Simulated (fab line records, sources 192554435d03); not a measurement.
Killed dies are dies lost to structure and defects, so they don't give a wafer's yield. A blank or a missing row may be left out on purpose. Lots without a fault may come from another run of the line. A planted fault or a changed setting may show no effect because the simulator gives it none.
Which tool did it? | flow n5_finfet | 19 lots, 57 wafers sampled, at 2 steps of a route of 1938

WHAT THE GAUGES READ, wafer by wafer
N5_BEOL_M2_INSPECT_30: inspects for defects (brightfield). Usual: raw_defect_count 392, standard deviation 82.
lot  | measured     | on                | raw_defect_count | flag
L074 | day 6 11:51  | defect_inspect-01 | 485 386 366      |
L075 | day 7 05:11  | defect_inspect-02 | 270 308 406      |
L076 | day 7 09:28  | defect_inspect-02 | 317 362 426      |
L077 | day 7 12:01  | defect_inspect-02 | 411 328 338      |
L080 | day 8 09:07  | defect_inspect-02 | 398 351 341      |
L081 | day 8 15:00  | defect_inspect-02 | 408 424 473      |
L083 | day 8 16:37  | defect_inspect-02 | 316 471 369      |
L085 | day 9 11:01  | defect_inspect-01 | 465 496 483      |
L086 | day 9 20:36  | defect_inspect-01 | 336 308 250      |
L087 | day 9 21:01  | defect_inspect-02 | 455 474 289      |
L088 | day 10 06:07 | defect_inspect-02 | 380 440 513      |
L089 | day 10 09:16 | defect_inspect-02 | 361 280 279      |
L090 | day 10 15:02 | defect_inspect-01 | 303 278 299      |
L091 | day 10 19:17 | defect_inspect-01 | 400 347 271      |
L092 | day 11 06:56 | defect_inspect-02 | 389 317 437      |
L094 | day 11 09:02 | defect_inspect-02 | 577 498 615      |
L093 | day 11 10:02 | defect_inspect-01 | 408 249 281      |
L096 | day 12 01:11 | defect_inspect-01 | 341 262 296      |
L097 | day 12 15:31 | defect_inspect-02 | 564 430 376      |

WHICH TOOL RAN EACH LOT (tool, then ch and the chambers of the sampled wafers, then the start)
lot  | N5_BEOL_M2_DESCUM_16
L074 | rie_diel-01 ch 1,2, day 6 10:55
L075 | rie_diel-04 ch 0,2,3, day 7 04:13
L076 | rie_diel-04 ch 1,2,3, day 7 08:37
L077 | rie_diel-05 ch 0,1, day 7 10:58
L080 | rie_diel-05 ch 0,2,3, day 8 08:15
L081 | rie_diel-05 ch 2,3, day 8 13:58
L083 | rie_diel-04 ch 0,3, day 8 15:39
L085 | rie_diel-04 ch 2,3, day 9 09:55
L086 | rie_diel-05 ch 1,2, day 9 19:35
L087 | rie_diel-05 ch 0,3, day 9 20:04
L088 | rie_diel-01 ch 0,1,3, day 10 05:09
L089 | rie_diel-05 ch 0,2,3, day 10 08:26
L090 | rie_diel-04 ch 1,2,3, day 10 14:11
L091 | rie_diel-04 ch 1,2,3, day 10 18:27
L092 | rie_diel-05 ch 0,2,3, day 11 05:52
L094 | rie_diel-04 ch 2,3, day 11 08:04
L093 | rie_diel-04 ch 2,3, day 11 09:11
L096 | rie_diel-04 ch 0,1,2, day 12 00:10
L097 | rie_diel-01 ch 2,3, day 12 14:28
- N5_BEOL_M2_DESCUM_16: chemistry O2, time 7 s.

WHAT THE TOOLS THEMSELVES READ (means of the sampled wafers that have a number; where no wafer has one, the mark that the record gives instead)
N5_BEOL_M2_DESCUM_16. Usual: bias_power_w 19.99 W, standard deviation 0.063; drypump_motor_current_A 5.9 A, standard deviation 0.45; oes_product_au 0.77 a.u., standard deviation 0.077; rf_fwd_power_W 49.39 W, standard deviation 0.21; rf_vpp_V 243.3 V, standard deviation 1.3; showerhead_plenum_p_Torr 2.11 Torr, standard deviation 0.066; throttle_valve_pct 20.36 %, standard deviation 0.24.
lot  | tool        | bias_power_w (W) | drypump_motor_current_A (A) | oes_product_au (a.u.) | rf_fwd_power_W (W) | rf_vpp_V (V) | showerhead_plenum_p_Torr (Torr) | throttle_valve_pct (%) | flag
L074 | rie_diel-01 | 20.06            | 6.6                         | 0.78                  | 49.40              | 242.7        | 2.11                            | 20.56                  |
L075 | rie_diel-04 | 20.02            | 6.0                         | 0.72                  | 49.52              | 243.3        | 2.10                            | 20.19                  |
L076 | rie_diel-04 | 20.02            | 5.7                         | 0.73                  | 49.26              | 243.5        | 2.14                            | 20.32                  |
L077 | rie_diel-05 | 19.94            | 5.8                         | 0.79                  | 49.36              | 242.4        | 2.07                            | 20.31                  |
L080 | rie_diel-05 | 19.95            | 5.9                         | 0.79                  | 49.41              | 243.4        | 2.11                            | 20.39                  |
L081 | rie_diel-05 | 20.03            | 5.9                         | 0.78                  | 49.54              | 245.0        | 2.16                            | 20.51                  |
L083 | rie_diel-04 | 19.96            | 6.3                         | 0.71                  | 49.30              | 242.2        | 2.04                            | 20.22                  |
L085 | rie_diel-04 | 20.01            | 5.7                         | 0.79                  | 49.44              | 244.4        | 2.15                            | 20.09                  |
L086 | rie_diel-05 | 20.03            | 6.5                         | 0.82                  | 49.30              | 243.2        | 2.11                            | 20.34                  |
L087 | rie_diel-05 | 20.09            | 5.6                         | 0.80                  | 49.61              | 242.6        | 2.08                            | 20.35                  |
L088 | rie_diel-01 | 20.02            | 5.7                         | 0.80                  | 49.31              | 242.8        | 2.08                            | 20.66                  |
L089 | rie_diel-05 | 20.07            | 5.9                         | 0.77                  | 49.50              | 243.2        | 2.10                            | 20.42                  |
L090 | rie_diel-04 | 19.99            | 5.7                         | 0.78                  | 49.46              | 244.1        | 2.13                            | 20.27                  |
L091 | rie_diel-04 | 20.00            | 5.7                         | 0.78                  | 49.41              | 243.8        | 2.13                            | 20.26                  |
L092 | rie_diel-05 | 19.99            | 5.9                         | 0.76                  | 49.42              | 243.9        | 2.09                            | 20.42                  |
L094 | rie_diel-04 | 19.90            | 5.7                         | 0.83                  | 49.10              | 243.8        | 2.15                            | 20.04                  |
L093 | rie_diel-04 | 19.98            | 5.7                         | 0.83                  | 49.60              | 243.2        | 2.15                            | 20.03                  |
L096 | rie_diel-04 | 19.98            | 6.0                         | 0.87                  | 49.42              | 243.9        | 2.15                            | 20.19                  |
L097 | rie_diel-01 | 19.97            | 5.6                         | 0.69                  | 49.52              | 241.7        | 2.01                            | 20.52                  |

THE ANSWER, worked out from the rows above alone
Rule: a lot is off if the mean of its wafers that have a number lies more than 3 standard deviations from the usual mean. A lot without any number at a reading at which 4 lots or more have one is off too. The other lots that the step has rows for count as sound. The gauges are gone through in route order, then the tools' own readings, and for those a lot's mean is taken as printed above. The first step at which some lot is off is used, and at that step the reading that is off furthest; a lot without a number counts as furthest.
No lot is off at any reading shown: from this, nothing can be told.

WHAT THE SIMULATOR HAD PUT IN
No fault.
